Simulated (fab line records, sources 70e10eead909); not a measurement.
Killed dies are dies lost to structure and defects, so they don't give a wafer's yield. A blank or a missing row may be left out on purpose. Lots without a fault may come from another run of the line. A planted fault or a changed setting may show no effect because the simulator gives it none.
fab line records | flow nand_harc
record lots=24 wafers=72 last_day=24
route steps=1159 shown A_STAIRCASE@533
lots that met no fault: from a run of the same line without faults
start_h: hours from the record's first day to the start of the lot's first wafer shown | wait_h: hours since the lot's step before | " the same as in the row above | L1.1+2: a row that stands for several wafers | - no value, or no start given | * or withheld: withheld | < > ~ a bound
route shown NAME@n: a module of which the file shows steps, and the number in the route of the first | usual: mean/standard deviation of fault-free wafers | same: alike in all rows | chamber/n: place in a boat | sites: the reading at each site | _std_site: their standard deviation | _edge_site: outer sites' mean less inner sites' | radius_mm: how far each site lies from the wafer's centre | mask NAME#n: copy n | behind: the tool/chamber that last shaped the wafer | hold: why the lot was held/for how many hours/how that ended | device: the transistor (n, p or np) that didn't switch | end of line: the same wafers' tests at the end of the route | a step without rows: its recipe alone | killed: dies lost to structure and defects at the first sort, not the wafer's yield | map: a wafer's dies, x killed, . not, _ none there
set.NAME: the setting as run; set.NAME@STEP: as run at that earlier step | model.NAME: the simulator's own value behind a step, which no gauge read
steps of the route over a sample of lots; a table a step, a row a wafer
services: from which hour (start_h, from the record's first day; less than 0 if before it) a tool's chamber was out of use, for how many hours, and why
## steps
# step NHARC_A_STAIRCASE_STRIP_171
# recipe power_w=1500 temp_c=250 chemistry=O2
# usual drypump_motor_current_A=5.9/0.42 heater_power_w=318/9.9
# columns lot.wafer tool chamber start_h wait_h drypump_motor_current_A heater_power_w rf_hours_counter_h
L074.1 plasma_asher-02 1 233.95 - 5.7 316 13
L074.3 " 0 " " 6.4 319 -
L074.5 " 0 " " 6.4 321 -
L075.2 plasma_asher-01 0 238.27 - 5.4 301 46
L075.3 " 0 " " 5.4 306 -
L075.6 " 0 " " 5.4 317 -
L076.2 plasma_asher-01 0 238.55 - 5.4 317 46
L076.1 " 1 " " 6.3 326 46
L076.5 " 1 " " 6.3 326 -
L078.2 plasma_asher-01 1 245.39 - 6.3 325 48
L078.6 " 1 " " 6.3 323 -
L078.5 " 0 " " 5.5 310 -
L077.4 plasma_asher-02 1 245.73 - 5.7 301 -
L077.3 " 0 " " 6.4 318 -
L077.5 " 1 " " 5.6 306 -
L079.1 plasma_asher-01 1 266.01 - 6.3 326 55
L079.4 " 0 " " 5.4 314 -
L079.6 " 1 " " 6.3 323 -
L080.2 plasma_asher-01 0 266.57 - 5.4 313 56
L080.1 " 1 " " 6.3 330 56
L080.6 " 1 " " 6.3 318 -
L083.4 plasma_asher-02 1 278.50 - 5.7 305 -
L083.3 " 0 " " 6.4 326 -
L083.6 " 1 " " 5.7 306 -
L082.3 plasma_asher-02 0 279.11 - 6.4 330 -
L082.4 " 1 " " 5.7 305 -
L082.6 " 0 " " 6.4 317 -
L081.1 plasma_asher-02 0 284.45 - 6.4 324 32
L081.3 " 1 " " 5.7 308 -
L081.6 " 0 " " 6.4 326 -
L084.2 plasma_asher-01 0 294.89 - 5.4 323 3
L084.3 " 0 " " 5.5 340 -
L084.6 " 0 " " 5.4 328 -
L085.1 plasma_asher-02 0 298.60 - 6.4 328 37
L085.3 " 1 " " 5.7 302 -
L085.4 " 0 " " 6.4 320 -
L086.2 plasma_asher-02 1 309.78 - 5.7 315 40
L086.4 " 1 " " 5.7 314 -
L086.5 " 0 " " 6.4 324 -
L087.1 plasma_asher-01 0 309.93 - 5.5 321 7
L087.2 " 1 " " 6.3 324 7
L087.3 " 0 " " 5.5 321 -
L088.2 plasma_asher-02 1 324.31 - 5.7 312 43
L088.5 " 0 " " 6.4 321 -
L088.6 " 1 " " 5.7 312 -
L089.1 plasma_asher-01 0 324.64 - 5.4 327 11
L089.4 " 1 " " 6.3 307 -
L089.5 " 0 " " 5.4 343 -
L092.2 plasma_asher-01 1 328.35 - 6.3 312 13
L092.1 " 0 " " 5.4 334 13
L092.4 " 0 " " 5.5 334 -
L091.1 plasma_asher-01 0 328.79 - 5.5 332 14
L091.3 " 0 " " 5.4 329 -
L091.5 " 1 " " 6.3 313 -
L090.1 plasma_asher-02 1 329.97 - 5.7 299 46
L090.2 " 0 " " 6.4 328 46
L090.4 " 1 " " 5.7 301 -
L093.2 plasma_asher-02 0 338.50 - 6.4 322 49
L093.1 " 1 " " 5.7 313 49
L093.3 " 0 " " 6.4 318 -
L094.1 plasma_asher-01 1 350.04 - 6.3 317 22
L094.3 " 1 " " 6.3 321 -
L094.5 " 0 " " 5.5 321 -
L095.2 plasma_asher-01 0 361.39 - 5.4 326 25
L095.4 " 0 " " 5.4 329 -
L095.5 " 1 " " 6.3 314 -
L096.1 plasma_asher-01 0 361.62 - 5.4 329 25
L096.4 " 0 " " 5.5 323 -
L096.5 " 0 " " 5.4 329 -
L097.1 plasma_asher-01 1 361.91 - 6.3 322 26
L097.2 " 0 " " 5.4 332 26
L097.3 " 0 " " 5.4 334 -
# step NHARC_A_STAIRCASE_TRIM_12
# recipe time_s=211.2 o2_flow_sccm=500 ar_flow_sccm=0 bias_w=0 chemistry=O2
# usual drypump_motor_current_A=5.8/0.39 mfc_ar_sccm=0.009/0.011 oes_product_au=1.000/0.0069 rf_vpp_V=57.9/0.91 showerhead_plenum_p_Torr=3.57/0.15 throttle_valve_pct=17.037/0.0096
# same time_s=211.2
# columns lot.wafer tool chamber start_h wait_h drypump_motor_current_A mfc_ar_sccm oes_product_au rf_hours_counter_h rf_vpp_V showerhead_plenum_p_Torr throttle_valve_pct
L074.3 rie_diel-11 1 235.65 0.1 6.4 0.001 0.988 14 58.9 3.60 17.045
L074.1 " 0 " " 5.5 0 1.005 15 58.8 3.70 17.039
L074.5 " 2 " " 5.5 0 0.993 - 58.5 3.80 17.042
L075.3 rie_diel-11 3 239.86 0.1 5.7 0.007 0.997 16 57.5 3.36 17.044
L075.2 " 2 " " 5.5 0 0.999 15 58.9 3.80 17.035
L075.6 " 0 " " 5.4 0 1.003 - 57.8 3.70 17.026
L076.2 rie_diel-01 2 240.15 0.1 5.7 0.013 1.004 36 57.9 3.40 17.039
L076.1 " 0 " " 6.4 0 1.004 35 58.3 3.66 17.033
L076.5 " 3 " " 5.8 0 0.998 - 58.1 3.51 17.052
L077.3 rie_diel-01 2 247.54 0.2 5.7 0.013 1.011 40 58.1 3.40 17.046
L077.4 " 1 " " 5.9 0.021 0.992 - 56.4 3.31 17.028
L077.5 " 0 " " 6.4 0 1.004 - 57.9 3.66 17.041
L078.2 rie_diel-11 3 247.71 0.8 5.7 0.007 1.011 20 57.6 3.36 17.041
L078.5 " 1 " " 6.4 0.001 0.986 - 58.2 3.60 17.037
L078.6 " 2 " " 5.5 0 0.998 - 57.9 3.80 17.055
L079.1 rie_diel-01 1 267.52 0.1 5.9 0.021 0.985 52 57.3 3.30 17.038
L079.4 " 0 " " 6.4 0 0.990 - 59.0 3.65 17.041
L079.6 " 3 " " 5.8 0 1.008 - 55.9 3.50 17.047
L080.1 rie_diel-06 2 268.17 0.1 5.3 0 1.010 8 58.4 3.49 17.033
L080.2 " 0 " " 6.3 0.017 1.004 8 57.3 3.46 17.033
L080.6 " 2 " " 5.2 0 1.002 - 57.3 3.49 17.042
L083.3 rie_diel-01 1 280.04 0.1 6.0 0.021 0.996 56 56.5 3.30 17.024
L083.6 " 1 " " 6.0 0.021 0.995 - 56.9 3.30 17.040
L083.4 " 3 " " 5.8 0 1.010 - 58.2 3.50 17.049
L082.4 rie_diel-11 1 280.49 0.1 6.4 0.001 0.978 32 56.7 3.59 17.045
L082.3 " 3 " " 5.7 0.007 0.995 31 57.3 3.35 17.039
L082.6 " 2 " " 5.5 0 1.001 - 58.5 3.79 17.042
L081.1 rie_diel-11 0 286.03 0.1 5.4 0 1.002 34 57.7 3.69 17.040
L081.3 " 1 " " 6.4 0.001 0.997 34 57.6 3.59 17.045
L081.6 " 3 " " 5.8 0.007 0.993 - 57.0 3.35 17.046
L084.2 rie_diel-06 3 296.37 0.1 5.4 0.019 1.001 16 57.4 3.69 17.054
L084.3 " 1 " " 5.4 0.037 1.002 15 57.5 3.72 17.052
L084.6 " 2 " " 5.3 0 1.001 - 57.2 3.49 17.039
L085.3 rie_diel-01 3 300.17 0.1 5.8 0 0.998 60 57.9 3.49 17.026
L085.1 " 0 " " 6.4 0 0.999 63 58.3 3.65 17.032
L085.4 " 1 " " 5.9 0.021 0.987 - 56.2 3.30 17.025
L086.2 rie_diel-06 2 311.38 0.1 5.3 0 1.005 26 55.7 3.48 17.027
L086.4 " 1 " " 5.5 0.037 1.011 27 58.6 3.71 17.028
L086.5 " 2 " " 5.3 0 1.002 - 58.3 3.48 17.034
L087.3 rie_diel-06 1 311.58 0.1 5.5 0.037 1.003 27 58.0 3.71 17.024
L087.1 " 2 " " 5.3 0 1.003 26 58.8 3.48 17.039
L087.2 " 3 " " 5.4 0.019 0.995 24 59.1 3.68 17.035
L088.2 rie_diel-06 1 325.76 0.1 5.5 0.037 1.002 34 58.5 3.71 17.033
L088.5 " 0 " " 6.3 0.017 0.997 - 58.0 3.45 17.035
L088.6 " 1 " " 5.5 0.037 0.995 - 58.2 3.71 17.044
L089.1 rie_diel-06 3 326.35 0.1 5.4 0.019 0.996 30 57.4 3.68 17.039
L089.4 " 0 " " 6.3 0.017 0.997 35 56.8 3.45 17.029
L089.5 " 3 " " 5.4 0.019 1.003 - 56.5 3.68 17.038
L092.2 rie_diel-11 2 330.19 0.2 5.6 0 1.006 52 59.9 3.78 17.037
L092.4 " 3 " " 5.8 0.007 1.001 51 57.8 3.34 17.037
L092.1 " 1 " " 6.4 0.001 0.988 50 57.0 3.58 17.034
L091.3 rie_diel-06 0 330.31 0.1 6.3 0.017 1.002 38 57.7 3.45 17.045
L091.1 " 1 " " 5.4 0.037 0.998 37 57.4 3.70 17.030
L091.5 " 2 " " 5.3 0 0.998 - 57.9 3.48 17.043
L090.2 rie_diel-01 2 331.69 0.2 5.7 0.013 1.006 2 57.8 3.40 17.027
L090.1 " 1 " " 6.0 0.021 0.994 2 59.1 3.81 17.038
L090.4 " 1 " " 6.0 0.021 0.998 - 59.8 3.81 17.049
L093.3 rie_diel-06 0 340.19 0.1 6.3 0.017 0.991 42 56.1 3.45 17.031
L093.1 " 1 " " 5.5 0.037 1.003 41 59.6 3.70 17.028
L093.2 " 3 " " 5.4 0.019 0.987 36 58.3 3.68 17.064
L094.3 rie_diel-11 0 353.53 1.5 5.5 0 0.995 60 58.7 3.68 17.025
L094.1 " 1 " " 6.4 0.001 0.990 61 57.7 3.58 17.041
L094.5 " 3 " " 5.8 0.007 0.997 - 57.1 3.33 17.032
L095.2 rie_diel-01 2 363.00 0.3 5.7 0.013 1.012 14 57.6 3.39 17.031
L095.4 " 3 " " 5.8 0 1.002 14 57.8 3.48 17.051
L095.5 " 2 " " 5.7 0.013 1.011 - 56.7 3.39 17.055
L096.4 rie_diel-11 0 363.23 0.1 5.5 0 1.000 62 59.8 3.67 17.027
L096.1 " 1 " " 6.4 0.001 0.996 62 59.2 3.57 17.036
L096.5 " 0 " " 5.5 0 1.012 - 57.1 3.67 17.024
L097.2 rie_diel-11 0 363.55 0.1 5.5 0 1.004 62 58.3 3.67 17.037
L097.1 " 1 " " 6.4 0.001 1.003 63 60.1 3.57 17.027
L097.3 " 2 " " 5.5 0 0.999 65 57.6 3.77 17.036
# step NHARC_A_STAIRCASE_ETCH_19
# recipe target_depth_a=1000 time_s=40.5 ion_energy_ev=400 c4f8_flow_sccm=20 o2_flow_sccm=10 ar_flow_sccm=withheld rf_w=600 bias_w=1000 chemistry=C4F8/O2
# usual oes_product_au=0.941/0.009 rf_vpp_V=897/5.5
# same time_s=40.5
# columns lot.wafer tool chamber start_h wait_h oes_product_au rf_hours_counter_h rf_vpp_V
L074.3 rie_diel-11 1 - - 0.928 15 899
L074.1 " 3 " " 0.944 15 890
L074.5 " 1 " " 0.935 - 898
L075.3 rie_diel-11 1 - - 0.937 16 899
L075.2 " 2 " " 0.942 16 906
L075.6 " 3 " " 0.945 - 891
L076.2 rie_diel-01 2 - - 0.948 37 892
L076.1 " 3 " " 0.939 38 895
L076.5 " 2 " " 0.931 - 891
L077.3 rie_diel-01 1 - - 0.937 41 888
L077.5 " 1 " " 0.941 - 888
L077.4 " 0 " " 0.942 - 901
L078.2 rie_diel-11 0 - - 0.947 21 902
L078.5 " 0 " " 0.952 - 903
L078.6 " 1 " " 0.931 - 898
L079.1 rie_diel-01 0 - - 0.952 50 900
L079.6 " 1 " " 0.948 - 888
L079.4 " 0 " " 0.944 - 899
L080.1 rie_diel-06 0 - - 0.929 9 894
L080.2 " 3 " " 0.930 7 902
L080.6 " 0 " " 0.931 - 893
L083.3 rie_diel-01 1 - - 0.944 57 886
L083.6 " 0 " " 0.952 - 900
L083.4 " 1 " " 0.932 - 888
L082.4 rie_diel-11 1 - - 0.941 33 898
L082.3 " 3 " " 0.945 32 889
L082.6 " 2 " " 0.954 - 904
L081.3 rie_diel-11 1 - - 0.937 35 899
L081.1 " 2 " " 0.954 35 907
L081.6 " 1 " " 0.945 - 898
L084.3 rie_diel-06 0 - - 0.936 18 893
L084.2 " 2 " " 0.949 17 895
L084.6 " 1 " " 0.934 - 904
L085.3 rie_diel-01 1 - - 0.932 66 887
L085.1 " 3 " " 0.948 61 892
L085.4 " 3 " " 0.933 - 894
L086.4 rie_diel-06 3 - - 0.938 25 901
L086.2 " 2 " " 0.941 26 893
L086.5 " 0 " " 0.939 - 894
L087.1 rie_diel-06 1 - - 0.933 28 902
L087.3 " 2 " " 0.939 27 894
L087.2 " 3 " " 0.933 25 903
L088.2 rie_diel-06 0 - - 0.939 35 895
L088.5 " 0 " " 0.923 - 893
L088.6 " 1 " " 0.939 - 901
L089.4 rie_diel-06 3 - - 0.935 31 903
L089.1 " 1 " " 0.947 34 904
L089.5 " 3 " " 0.947 - 900
L091.3 rie_diel-06 3 - - 0.952 33 901
L091.1 " 1 " " 0.937 38 902
L091.5 " 3 " " 0.949 - 901
L092.1 rie_diel-11 2 - - 0.938 54 904
L092.4 " 3 " " 0.942 53 889
L092.2 " 0 " " 0.935 52 901
L090.2 rie_diel-01 1 - - 0.942 3 906
L090.1 " 2 " " 0.943 3 890
L090.4 " 3 " " 0.954 - 895
L093.3 rie_diel-06 2 - - 0.936 39 893
L093.1 " 3 " " 0.938 37 902
L093.2 " 1 " " 0.942 42 901
L094.1 rie_diel-11 2 - - 0.941 64 906
L094.3 " 0 " " 0.961 61 900
L094.5 " 1 " " 0.927 - 898
L096.1 rie_diel-11 2 - - 0.940 66 905
L096.4 " 3 " " 0.934 64 889
L096.5 " 2 " " 0.929 - 904
L095.4 rie_diel-01 1 - - 0.942 15 904
L095.2 " 2 " " 0.956 15 891
L095.5 " 1 " " 0.942 - 905
L097.1 rie_diel-11 0 - - 0.930 63 901
L097.3 " 1 " " 0.922 63 898
L097.2 " 2 " " 0.944 66 904
# step NHARC_A_STAIRCASE_ETCH_25
# recipe target_depth_a=1000 time_s=40.5 ion_energy_ev=400 c4f8_flow_sccm=20 o2_flow_sccm=10 ar_flow_sccm=withheld rf_w=600 bias_w=1000 chemistry=C4F8/O2
# usual oes_product_au=0.944/0.016 rf_vpp_V=898/5.7
# same time_s=40.5
# columns lot.wafer tool chamber start_h wait_h oes_product_au rf_hours_counter_h rf_vpp_V
L074.3 rie_diel-11 0 - - 0.960 15 902
L074.1 " 1 " " 0.943 15 899
L074.5 " 0 " " 0.958 - 903
L075.2 rie_diel-01 1 - - 0.917 38 888
L075.3 " 2 " " 0.959 38 892
L075.6 " 1 " " 0.923 - 888
L076.1 rie_diel-11 3 - - 0.925 17 889
L076.2 " 1 " " 0.948 17 898
L076.5 " 3 " " 0.933 - 890
L078.2 rie_diel-11 1 - - 0.938 22 898
L078.5 " 0 " " 0.955 - 902
L078.6 " 1 " " 0.937 - 898
L077.4 rie_diel-01 0 - - 0.930 - 902
L077.3 " 1 " " 0.914 - 889
L077.5 " 1 " " 0.919 - 888
L080.1 rie_diel-11 0 - - 0.943 29 902
L080.2 " 1 " " 0.950 30 897
L080.6 " 3 " " 0.936 - 890
L079.1 rie_diel-01 3 - - 0.938 48 896
L079.4 " 0 " " 0.955 - 899
L079.6 " 1 " " 0.933 - 887
L083.4 rie_diel-11 2 - - 0.964 32 906
L083.3 " 3 " " 0.942 32 889
L083.6 " 1 " " 0.951 - 898
L082.3 rie_diel-06 0 - - 0.934 13 893
L082.4 " 2 " " 0.948 13 894
L082.6 " 0 " " 0.937 - 893
L081.1 rie_diel-11 0 - - 0.934 35 901
L081.3 " 3 " " 0.930 34 890
L081.6 " 1 " " 0.931 - 899
L084.3 rie_diel-06 3 - - 0.950 17 901
L084.2 " 1 " " 0.945 16 901
L084.6 " 3 " " 0.948 - 901
L085.4 rie_diel-11 0 - - 0.944 39 902
L085.1 " 2 " " 0.945 40 906
L085.3 " 3 " " 0.932 39 890
L087.2 rie_diel-01 3 - - 0.952 66 894
L087.1 " 1 " " 0.942 71 888
L087.3 " 2 " " 0.939 43 892
L086.4 rie_diel-06 3 - - 0.936 26 902
L086.2 " 0 " " 0.937 31 892
L086.5 " 3 " " 0.945 - 902
L088.2 rie_diel-11 1 - - 0.930 48 897
L088.6 " 0 " " 0.934 - 901
L088.5 " 1 " " 0.928 - 897
L089.1 rie_diel-06 0 - - 0.961 36 894
L089.4 " 1 " " 0.964 35 902
L089.5 " 2 " " 0.945 - 894
L091.1 rie_diel-06 3 - - 0.935 33 902
L091.3 " 1 " " 0.937 38 902
L091.5 " 0 " " 0.931 - 894
L092.1 rie_diel-11 2 - - 0.943 54 905
L092.2 " 3 " " 0.934 54 888
L092.4 " 0 " " 0.950 53 901
L090.2 rie_diel-01 3 - - 0.947 4 894
L090.1 " 1 " " 0.933 4 906
L090.4 " 2 " " 0.940 - 893
L093.1 rie_diel-01 3 - - 0.942 8 895
L093.3 " 1 " " 0.938 8 907
L093.2 " 2 " " 0.937 8 890
L094.1 rie_diel-01 1 - - 0.940 12 905
L094.3 " 3 " " 0.942 12 894
L094.5 " 0 " " 0.947 - 899
L096.1 rie_diel-01 0 - - 0.944 11 900
L096.4 " 2 " " 0.945 16 891
L096.5 " 0 " " 0.945 - 899
L097.1 rie_diel-01 1 - - 0.946 15 907
L097.2 " 2 " " 0.941 16 891
L097.3 " 3 " " 0.934 15 895
L095.2 rie_diel-01 3 366.53 - 1.003 16 895
L095.4 " 0 " " 1.009 11 901
L095.5 " 3 " " 1.014 - 894
# step NHARC_A_STAIRCASE_TRIM_26
# recipe time_s=211.2 o2_flow_sccm=500 ar_flow_sccm=0 bias_w=0 chemistry=O2
# usual drypump_motor_current_A=5.8/0.38 mfc_ar_sccm=0.009/0.011 oes_product_au=1.001/0.0072 rf_vpp_V=57.9/0.9 showerhead_plenum_p_Torr=3.57/0.16 throttle_valve_pct=17.037/0.0086
# same time_s=211.2
# columns lot.wafer tool chamber start_h wait_h drypump_motor_current_A mfc_ar_sccm oes_product_au rf_hours_counter_h rf_vpp_V showerhead_plenum_p_Torr throttle_valve_pct
L074.3 rie_diel-11 1 - - 6.4 0.001 1.001 15 58.4 3.60 17.046
L074.1 " 2 " " 5.5 0 1.008 15 59.7 3.80 17.040
L074.5 " 0 " " 5.5 0 1.020 - 57.4 3.70 17.041
L075.2 rie_diel-01 0 - - 6.4 0 1.000 36 57.9 3.66 17.020
L075.3 " 3 " " 5.8 0 1.008 39 58.2 3.50 17.040
L075.6 " 1 " " 5.9 0.021 0.996 - 57.6 3.31 17.049
L076.1 rie_diel-11 2 - - 5.5 0 1.005 17 59.2 3.80 17.032
L076.2 " 3 " " 5.8 0.007 1.005 17 58.5 3.36 17.044
L076.5 " 0 " " 5.5 0 1.022 - 57.0 3.70 17.042
L078.2 rie_diel-11 3 - - 5.7 0.007 0.992 21 57.1 3.36 17.044
L078.6 " 3 " " 5.7 0.007 0.996 - 58.2 3.36 17.039
L078.5 " 0 " " 5.5 0 1.009 - 58.5 3.70 17.043
L077.3 rie_diel-01 1 - - 6.0 0.021 0.991 - 56.0 3.31 17.036
L077.4 " 0 " " 6.4 0 1.008 - 57.1 3.66 17.035
L077.5 " 1 " " 5.9 0.021 0.997 - 56.9 3.31 17.037
L080.1 rie_diel-11 0 - - 5.5 0 1.004 29 57.9 3.69 17.042
L080.2 " 1 " " 6.4 0.001 0.979 30 58.8 3.59 17.043
L080.6 " 0 " " 5.5 0 0.997 - 59.1 3.69 17.033
L079.1 rie_diel-01 1 - - 5.9 0.021 0.991 53 56.4 3.30 17.039
L079.6 " 0 " " 6.4 0 1.005 - 57.0 3.65 17.047
L079.4 " 1 " " 6.0 0.021 0.993 - 58.2 3.30 17.018
L083.3 rie_diel-11 0 - - 5.4 0 1.008 32 56.7 3.69 17.033
L083.4 " 3 " " 5.8 0.007 0.996 32 56.8 3.35 17.034
L083.6 " 0 " " 5.5 0 1.007 - 58.3 3.69 17.034
L082.3 rie_diel-06 0 - - 6.3 0.017 0.993 13 58.0 3.46 17.032
L082.4 " 2 " " 5.3 0 1.008 13 57.2 3.49 17.026
L082.6 " 1 " " 5.4 0.037 1.000 - 59.4 3.72 17.028
L081.3 rie_diel-11 2 - - 5.5 0 1.017 35 59.3 3.79 17.039
L081.1 " 0 " " 5.5 0 1.008 35 57.3 3.69 17.034
L081.6 " 3 " " 5.7 0.007 0.990 - 58.3 3.35 17.037
L084.2 rie_diel-06 0 - - 6.3 0.017 0.985 18 56.6 3.46 17.045
L084.3 " 1 " " 5.5 0.037 0.996 16 59.0 3.72 17.028
L084.6 " 0 " " 6.3 0.017 0.993 - 58.2 3.46 17.040
L085.4 rie_diel-11 2 - - 5.5 0 0.992 40 58.2 3.78 17.053
L085.3 " 3 " " 5.7 0.007 0.998 39 55.7 3.35 17.045
L085.1 " 1 " " 6.4 0.001 0.994 39 56.7 3.59 17.029
L087.2 rie_diel-01 1 - - 5.9 0.021 1.005 71 57.5 3.29 17.035
L087.1 " 2 " " 5.7 0.013 1.010 43 57.8 3.40 17.037
L087.3 " 3 " " 5.8 0 1.006 66 58.8 3.49 17.046
L086.2 rie_diel-06 0 - - 6.3 0.017 1.007 31 57.4 3.45 17.042
L086.4 " 2 " " 5.3 0 1.004 28 57.7 3.48 17.031
L086.5 " 1 " " 5.4 0.037 1.004 - 58.5 3.71 17.038
L088.2 rie_diel-11 3 - - 5.7 0.007 1.000 50 57.1 3.34 17.028
L088.6 " 3 " " 5.7 0.007 0.986 - 57.5 3.34 17.046
L088.5 " 0 " " 5.5 0 0.998 - 57.8 3.68 17.045
L089.1 rie_diel-06 2 - - 5.3 0 0.998 33 57.2 3.48 17.035
L089.4 " 0 " " 6.3 0.017 0.996 36 59.0 3.45 17.023
L089.5 " 2 " " 5.3 0 1.008 - 58.5 3.48 17.037
L091.1 rie_diel-06 0 - - 6.3 0.017 0.991 39 58.3 3.45 17.030
L091.3 " 1 " " 5.5 0.037 0.997 38 58.6 3.70 17.040
L091.5 " 0 " " 6.3 0.017 0.993 - 56.1 3.45 17.028
L092.2 rie_diel-11 1 - - 6.4 0.001 0.994 52 56.9 3.58 17.027
L092.1 " 2 " " 5.5 0 1.011 54 58.1 3.78 17.038
L092.4 " 0 " " 5.5 0 1.013 53 58.8 3.68 17.022
L090.1 rie_diel-01 3 - - 5.8 0 1.000 4 58.4 3.49 17.049
L090.2 " 2 " " 5.7 0.013 1.006 4 57.1 3.40 17.025
L090.4 " 3 " " 5.8 0 0.990 - 56.1 3.49 17.038
L093.2 rie_diel-01 3 - - 5.8 0 0.998 8 58.2 3.49 17.027
L093.3 " 0 " " 6.4 0 1.003 4 57.8 3.64 17.042
L093.1 " 2 " " 5.7 0.013 1.006 8 58.7 3.39 17.033
L094.3 rie_diel-01 3 - - 5.8 0 0.999 12 57.6 3.48 17.034
L094.1 " 0 " " 6.4 0 0.997 8 58.0 3.64 17.027
L094.5 " 1 " " 6.0 0.021 0.992 - 58.6 3.80 17.042
L096.4 rie_diel-01 2 - - 5.7 0.013 1.006 16 56.7 3.39 17.010
L096.1 " 3 " " 5.8 0 1.009 15 58.6 3.48 17.041
L096.5 " 0 " " 6.4 0 1.001 - 58.5 3.64 17.039
L097.1 rie_diel-01 3 - - 5.8 0 0.999 15 56.3 3.48 17.046
L097.2 " 1 " " 5.9 0.021 0.995 16 57.7 3.80 17.040
L097.3 " 2 " " 5.7 0.013 1.008 16 57.6 3.39 17.047
L095.4 rie_diel-06 1 366.64 - 5.5 0.037 1.003 51 57.8 3.70 17.014
L095.2 " 3 " " 5.3 0.019 0.994 47 58.1 3.67 17.044
L095.5 " 1 " " 5.4 0.037 1.003 - 59.4 3.70 17.025
# step NHARC_A_STAIRCASE_ETCH_27
# recipe target_depth_a=1000 time_s=40.5 ion_energy_ev=400 c4f8_flow_sccm=20 o2_flow_sccm=10 ar_flow_sccm=withheld rf_w=600 bias_w=1000 chemistry=C4F8/O2
# usual oes_product_au=0.943/0.0098 rf_vpp_V=897/5.6
# same time_s=40.5
# columns lot.wafer tool chamber start_h wait_h oes_product_au rf_hours_counter_h rf_vpp_V
L074.1 rie_diel-11 0 - - 0.952 15 903
L074.3 " 1 " " 0.938 15 898
L074.5 " 2 " " 0.933 - 906
L075.2 rie_diel-01 3 - - 0.935 39 896
L075.3 " 0 " " 0.933 37 901
L075.6 " 0 " " 0.937 - 902
L076.2 rie_diel-11 2 - - 0.934 17 907
L076.1 " 3 " " 0.932 17 891
L076.5 " 1 " " 0.929 - 899
L078.2 rie_diel-11 2 - - 0.935 21 906
L078.6 " 2 " " 0.940 - 904
L078.5 " 3 " " 0.932 - 890
L077.4 rie_diel-01 0 - - 0.939 - 901
L077.3 " 1 " " 0.920 - 887
L077.5 " 0 " " 0.929 - 900
L080.2 rie_diel-11 1 - - 0.955 30 899
L080.1 " 0 " " 0.946 29 902
L080.6 " 2 " " 0.955 - 906
L079.1 rie_diel-01 3 - - 0.946 48 895
L079.4 " 3 " " 0.952 - 895
L079.6 " 1 " " 0.939 - 888
L083.4 rie_diel-11 2 - - 0.960 33 905
L083.3 " 3 " " 0.953 32 890
L083.6 " 2 " " 0.965 - 905
L082.3 rie_diel-06 3 - - 0.951 12 901
L082.4 " 0 " " 0.939 13 895
L082.6 " 1 " " 0.932 - 903
L081.3 rie_diel-11 3 - - 0.936 34 888
L081.1 " 1 " " 0.939 36 898
L081.6 " 2 " " 0.941 - 905
L084.3 rie_diel-06 3 - - 0.936 17 901
L084.2 " 0 " " 0.932 18 891
L084.6 " 2 " " 0.955 - 894
L085.3 rie_diel-11 0 - - 0.961 39 900
L085.1 " 1 " " 0.954 39 898
L085.4 " 2 " " 0.939 40 907
L087.3 rie_diel-01 2 - - 0.944 44 892
L087.2 " 3 " " 0.947 66 894
L087.1 " 1 " " 0.933 71 888
L086.4 rie_diel-06 3 - - 0.954 26 900
L086.2 " 1 " " 0.935 30 904
L086.5 " 0 " " 0.937 - 892
L088.2 rie_diel-11 0 - - 0.935 49 901
L088.6 " 0 " " 0.938 - 901
L088.5 " 1 " " 0.951 - 899
L089.1 rie_diel-06 1 - - 0.954 35 902
L089.4 " 3 " " 0.949 31 902
L089.5 " 2 " " 0.933 - 895
L091.3 rie_diel-06 1 - - 0.937 38 903
L091.1 " 2 " " 0.945 35 893
L091.5 " 2 " " 0.947 - 895
L092.2 rie_diel-11 1 - - 0.930 52 897
L092.1 " 2 " " 0.941 55 905
L092.4 " 0 " " 0.933 53 902
L090.1 rie_diel-01 2 - - 0.945 4 891
L090.2 " 3 " " 0.936 4 894
L090.4 " 2 " " 0.946 - 890
L093.1 rie_diel-01 0 - - 0.936 4 902
L093.2 " 1 " " 0.936 8 905
L093.3 " 2 " " 0.935 8 890
L094.1 rie_diel-01 1 - - 0.939 12 905
L094.3 " 2 " " 0.939 12 892
L094.5 " 2 " " 0.941 - 892
L096.4 rie_diel-01 2 - - 0.943 16 891
L096.1 " 3 " " 0.955 15 895
L096.5 " 2 " " 0.949 - 891
L097.3 rie_diel-01 3 - - 0.937 15 893
L097.1 " 0 " " 0.942 11 901
L097.2 " 2 " " 0.950 16 891
L095.4 rie_diel-06 3 - - 0.969 47 902
L095.2 " 1 " " 0.952 51 901
L095.5 " 3 " " 0.969 - 900
## services
# columns tool chamber start_h hours kind
rie_diel-11 0 223.03 - clean
rie_diel-11 1 223.03 - clean
rie_diel-11 2 223.03 - clean
rie_diel-11 3 223.03 - clean
rie_diel-01 3 229.49 2.7 repair
rie_diel-06 0 233.51 3.0 repair
rie_diel-06 - 241.20 9.0 pm
rie_diel-01 3 246.64 8.8 repair
rie_diel-11 0 247.68 - clean
rie_diel-11 1 247.68 - clean
rie_diel-11 2 247.68 - clean
rie_diel-11 3 247.68 - clean
rie_diel-06 1 271.27 7.5 repair
rie_diel-11 0 272.18 - clean
rie_diel-11 1 272.18 - clean
rie_diel-11 2 272.18 - clean
rie_diel-11 3 272.18 - clean
plasma_asher-01 - 276.04 9.0 pm
rie_diel-11 1 295.55 5.4 repair
rie_diel-01 0 310.45 24.0 repair
rie_diel-01 - 314.83 9.0 pm
plasma_asher-02 - 349.83 0.3 repair
plasma_asher-02 - 360.63 9.0 pm
rie_diel-11 - 366.50 9.0 pm
## key
fault none
